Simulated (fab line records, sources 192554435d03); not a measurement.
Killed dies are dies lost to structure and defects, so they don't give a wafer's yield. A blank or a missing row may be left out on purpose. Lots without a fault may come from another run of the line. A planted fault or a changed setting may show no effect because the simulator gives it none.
Chamber matching | flow n5_finfet | N5_BEOL_M0_PRE_CLEAN_131 on cvd_co-01: 3 sister chambers
The step time 15 s. 6 wafers are shown with their chamber, then 7 later ones without.

WAFERS WITH THEIR CHAMBER
wafer  | chamber | heater_power_w (W)
L763.1 | 1       | 80
L765.3 | 1       | 82
L773.4 | 0       | 74
L775.3 | 0       | 76
L776.3 | 2       | 70
L776.4 | 2       | 70

WAFERS WITHOUT THEIR CHAMBER
wafer  | heater_power_w (W)
L776.5 | 81
L778.1 | 81
L778.2 | 73
L778.3 | 74
L782.1 | 81
L782.2 | 76
L782.4 | 73

WHICH CHAMBER EACH WENT THROUGH
wafer  | from the rows above     | in truth
L776.5 | 1                       | 1
L778.1 | 1                       | 1
L778.2 | can't be placed: 0 or 2 | 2
L778.3 | 0                       | 0
L782.1 | 1                       | 1
L782.2 | 0                       | 0
L782.4 | can't be placed: 0 or 2 | 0
Placed correctly: 5 of 7. Can't be placed from these rows: 2 (the true chamber is among the candidates in 2). Placed wrongly: 0.
How it was worked out, from the rows above alone: a wafer's distance from a chamber is the root of the sum, over the readings, of the square of ((its reading less the chamber's mean) divided by the reading's scatter). The wafer belongs to the nearest chamber; if the next one is less than 2 further off, it can't be placed. A chamber's mean is the mean of its shown wafers. The scatter: the root of (the sum of the squares of (reading less its chamber's mean) over the shown wafers, divided by (wafers less chambers)).
